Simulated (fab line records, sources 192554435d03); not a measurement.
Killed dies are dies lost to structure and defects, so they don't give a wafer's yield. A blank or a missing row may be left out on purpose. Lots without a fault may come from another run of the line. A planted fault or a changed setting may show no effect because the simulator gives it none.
Which tool did it? | flow n5_finfet | 9 lots, 27 wafers sampled, at 7 steps of a route of 1938

WHAT THE GAUGES READ, wafer by wafer
N5_BEOL_M4_INSPECT_59: inspects for defects (darkfield).
lot  | measured     | on                | raw_defect_count
L880 | day 9 23:52  | defect_inspect-02 | 37 41 37
L881 | day 11 01:38 | defect_inspect-02 | 91 90 73
L887 | day 13 04:01 | defect_inspect-01 | 854 915 883
L890 | day 13 09:53 | defect_inspect-01 | 43 38 59
L892 | day 13 20:18 | defect_inspect-01 | 812 818 760
L894 | day 14 01:38 | defect_inspect-01 | 54 44 56
L896 | day 14 10:25 | defect_inspect-01 | 66 100 69
L898 | day 14 21:41 | defect_inspect-01 | 120 95 97
L899 | day 16 01:29 | defect_inspect-02 | 76 83 51

N5_BEOL_M4_RC_MEAS_101.
lot  | measured     | on        | DIBL_N (mV/V)  | DIBL_P (mV/V)  | IOFF_N (nA/um) | IOFF_P (nA/um) | ION_N (uA/um) | ION_P (uA/um) | SS_N (mV/dec)  | SS_P (mV/dec)  | VT_N (mV)   | VT_P (mV)
L880 | day 9 23:53  | prober-01 | 34.7 40.0 37.7 | 34.5 38.0 36.0 | 0.14 0.23 0.18 | 0.19 0.25 0.22 | 665 681 669   | 458 457 465   | 70.7 72.7 71.5 | 72.5 74.4 74.2 | 252 249 249 | -251 -250 -251
L881 | day 11 01:40 | prober-02 | 33.2 38.8 34.7 | 32.0 39.7 34.8 | 0.11 0.21 0.13 | 0.14 0.25 0.18 | 649 672 658   | 441 453 454   | 72.3 73.0 71.3 | 71.9 73.9 73.4 | 260 246 255 | -256 -249 -252
L887 | day 13 04:21 | prober-02 | 33.7 33.0 34.4 | 31.6 31.3 33.1 | 0.12 0.12 0.13 | 0.15 0.15 0.17 | 657 653 658   | 449 451 456   | 70.3 70.8 70.9 | 73.2 72.9 73.0 | 254 254 253 | -255 -258 -253
L890 | day 13 09:55 | prober-02 | 38.4 37.1 35.3 | 38.4 36.7 34.2 | 0.19 0.15 0.12 | 0.22 0.20 0.16 | 677 670 670   | 462 460 461   | 70.7 71.2 70.6 | 74.3 72.8 72.8 | 246 252 252 | -246 -250 -255
L892 | day 13 20:47 | prober-01 | 34.9 35.5 33.6 | 35.3 36.0 34.6 | 0.14 0.15 0.13 | 0.18 0.20 0.18 | 667 662 667   | 454 450 461   | 71.1 71.2 71.0 | 73.0 73.4 73.0 | 251 249 251 | -253 -248 -252
L894 | day 14 01:58 | prober-02 | 39.8 38.8 38.1 | 39.7 38.4 37.0 | 0.22 0.18 0.17 | 0.24 0.24 0.20 | 700 674 671   | 467 462 458   | 71.8 72.7 71.4 | 74.1 74.6 73.9 | 248 248 250 | -250 -252 -253
L896 | day 14 10:26 | prober-02 | 35.0 35.7 36.2 | 34.7 34.8 35.4 | 0.14 0.15 0.14 | 0.19 0.18 0.19 | 672 666 658   | 460 452 449   | 71.3 72.6 71.9 | 73.9 74.2 73.3 | 254 251 256 | -254 -253 -252
L898 | day 14 21:43 | prober-02 | 33.1 34.7 34.6 | 33.5 35.8 37.0 | 0.11 0.13 0.14 | 0.13 0.16 0.17 | 662 666 665   | 444 443 449   | 70.6 71.6 71.9 | 72.9 73.6 74.3 | 259 255 252 | -262 -262 -259
L899 | day 16 01:31 | prober-01 | 34.9 34.3 37.0 | 33.6 33.6 36.7 | 0.13 0.12 0.16 | 0.17 0.18 0.24 | 671 653 684   | 460 451 469   | 71.2 70.9 71.4 | 73.1 73.2 74.6 | 250 254 248 | -252 -253 -246

N5_BEOL_M5_INSPECT_13: inspects for defects (brightfield).
lot  | measured     | on                | raw_defect_count
L880 | day 10 03:29 | defect_inspect-01 | 276 257 361
L881 | day 11 03:55 | defect_inspect-01 | 475 499 456
L887 | day 13 07:01 | defect_inspect-01 | 1124 1079 1158
L890 | day 13 12:42 | defect_inspect-01 | 352 359 270
L892 | day 13 23:07 | defect_inspect-01 | 1071 1173 1047
L894 | day 14 04:59 | defect_inspect-01 | 233 355 336
L896 | day 14 14:56 | defect_inspect-01 | 477 486 340
L898 | day 15 00:35 | defect_inspect-02 | 424 387 448
L899 | day 16 04:02 | defect_inspect-02 | 304 324 331

WHICH TOOL RAN EACH LOT (tool, then ch and the chambers of the sampled wafers, then the start)
lot  | N5_BEOL_M4_SPUTTER_94        | N5_BEOL_M4_ANNEAL_51             | N5_BEOL_M4_CMP_52             | N5_BEOL_M4_PRE_CLEAN_60
L880 | pvd_sputter-03, day 9 22:21  | rtp_anneal-02 ch 0, day 9 22:59  | cmp-04 ch 0,2,3, day 9 23:22  | cvd_co-02 ch 0,1,2, day 9 23:37
L881 | pvd_sputter-01, day 11 00:15 | rtp_anneal-01 ch 0, day 11 00:40 | cmp-04 ch 0,1,2, day 11 00:58 | cvd_co-02 ch 0,1,2, day 11 01:23
L887 | pvd_sputter-02, day 13 02:42 | rtp_anneal-02 ch 0, day 13 03:13 | cmp-01 ch 1,2,3, day 13 03:26 | cvd_co-02 ch 1,2, day 13 03:46
L890 | pvd_sputter-02, day 13 08:36 | rtp_anneal-01 ch 0, day 13 09:01 | cmp-03 ch 1,3, day 13 09:21   | cvd_co-01 ch 1,2, day 13 09:38
L892 | pvd_sputter-03, day 13 19:00 | rtp_anneal-02 ch 0, day 13 19:33 | cmp-01 ch 1,2,3, day 13 19:50 | cvd_co-02 ch 0,1,2, day 13 20:04
L894 | pvd_sputter-01, day 14 00:20 | rtp_anneal-02 ch 0, day 14 00:51 | cmp-04 ch 0,1,2, day 14 01:05 | cvd_co-01 ch 0,1,2, day 14 01:23
L896 | pvd_sputter-01, day 14 09:06 | rtp_anneal-02 ch 0, day 14 09:31 | cmp-03 ch 1,2,3, day 14 09:49 | cvd_co-01 ch 0,2, day 14 10:08
L898 | pvd_sputter-01, day 14 20:23 | rtp_anneal-02 ch 0, day 14 20:49 | cmp-01 ch 0,1,2, day 14 21:08 | cvd_co-01 ch 1,2, day 14 21:26
L899 | pvd_sputter-03, day 16 00:08 | rtp_anneal-01 ch 0, day 16 00:35 | cmp-03 ch 0,1,3, day 16 00:53 | cvd_co-01 ch 0,2, day 16 01:13
- N5_BEOL_M4_SPUTTER_94: material Cu, target thk 4.5 nm, time 8.29 s.
- N5_BEOL_M4_ANNEAL_51: time 90 s.
- N5_BEOL_M4_CMP_52: polishes, stops on SiOC, t overpolish 6.8 s, target thk 40 nm.
- N5_BEOL_M4_PRE_CLEAN_60: time 15 s.

WHAT THE TOOLS THEMSELVES READ (means of the sampled wafers that have a number; where no wafer has one, the mark that the record gives instead)
N5_BEOL_M4_SPUTTER_94.
lot  | tool           | throttle_valve_pct (%)
L880 | pvd_sputter-03 | 30.2
L881 | pvd_sputter-01 | 29.9
L887 | pvd_sputter-02 | 29.5
L890 | pvd_sputter-02 | 29.7
L892 | pvd_sputter-03 | 29.7
L894 | pvd_sputter-01 | 29.4
L896 | pvd_sputter-01 | 30.5
L898 | pvd_sputter-01 | 29.8
L899 | pvd_sputter-03 | 29.6

N5_BEOL_M4_ANNEAL_51.
lot  | tool          | wafer_temp_C_max
L880 | rtp_anneal-02 | 226.0
L881 | rtp_anneal-01 | 226.0
L887 | rtp_anneal-02 | 226.6
L890 | rtp_anneal-01 | 226.2
L892 | rtp_anneal-02 | 226.5
L894 | rtp_anneal-02 | 226.2
L896 | rtp_anneal-02 | 226.6
L898 | rtp_anneal-02 | 226.4
L899 | rtp_anneal-01 | 226.0

N5_BEOL_M4_CMP_52.
lot  | tool   | barrier_field_endpoint_s (s) | motor_current_A (A) | overpolish_run_s (s) | time_to_endpoint_s (s)
L880 | cmp-04 | 24.3                         | 5.7                 | 6.804                | 59.5
L881 | cmp-04 | 24.4                         | 5.5                 | 6.801                | 62.1
L887 | cmp-01 | 24.3                         | 6.0                 | 6.798                | 60.1
L890 | cmp-03 | 24.8                         | 5.8                 | 6.807                | 62.5
L892 | cmp-01 | 24.6                         | 6.0                 | 6.796                | 61.9
L894 | cmp-04 | 25.4                         | 5.6                 | 6.796                | 66.2
L896 | cmp-03 | 24.7                         | 6.1                 | 6.809                | 60.9
L898 | cmp-01 | 23.9                         | 5.7                 | 6.806                | 58.5
L899 | cmp-03 | 24.4                         | 6.3                 | 6.809                | 61.4

N5_BEOL_M4_PRE_CLEAN_60.
lot  | tool      | heater_power_w (W)
L880 | cvd_co-02 | 91
L881 | cvd_co-02 | 90
L887 | cvd_co-02 | 94
L890 | cvd_co-01 | 91
L892 | cvd_co-02 | 91
L894 | cvd_co-01 | 91
L896 | cvd_co-01 | 101
L898 | cvd_co-01 | 91
L899 | cvd_co-01 | 101

THE ANSWER, worked out from the rows above alone
Rule: what is usual is taken from the lots themselves. Put in order of their means at a reading, lots are off if they are a third of the lots or fewer, leave a main group of 4 or more, and stand apart from it by a gap of 3 or more times the standard deviation of the main group's means; of several such gaps the widest counts. A main group whose means are all the same, to the digits that the tables above print for the reading, isn't used. A lot without any number at a reading at which 4 lots or more have one is off too. The other lots that the step has rows for count as sound. The gauges are gone through in route order, then the tools' own readings, and for those a lot's mean is taken as printed above. The first step at which some lot is off is used, and at that step the reading that is off furthest; a lot without a number counts as furthest.
Off: L887, L892, at N5_BEOL_M4_INSPECT_59 (raw_defect_count). The main group: mean 68, standard deviation 22.
A tool fits if, at a process step before that reading, it ran every lot that is off, and no sound lot after the first of them. The gauges at N5_BEOL_M4_INSPECT_59 are tried like those tools. One fits: cvd_co-02 at N5_BEOL_M4_PRE_CLEAN_60. Its last sound lot is L881 (day 11 01:23), its first lot that is off L887 (day 13 03:46): a fault that began between those two fits.

WHAT THE SIMULATOR HAD PUT IN
Chamber particle source: cvd_co-02, from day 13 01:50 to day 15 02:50, at N5_BEOL_M4_PRE_CLEAN_60. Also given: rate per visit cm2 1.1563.
Lots struck among those shown: L887, L892. The rule above found the same.
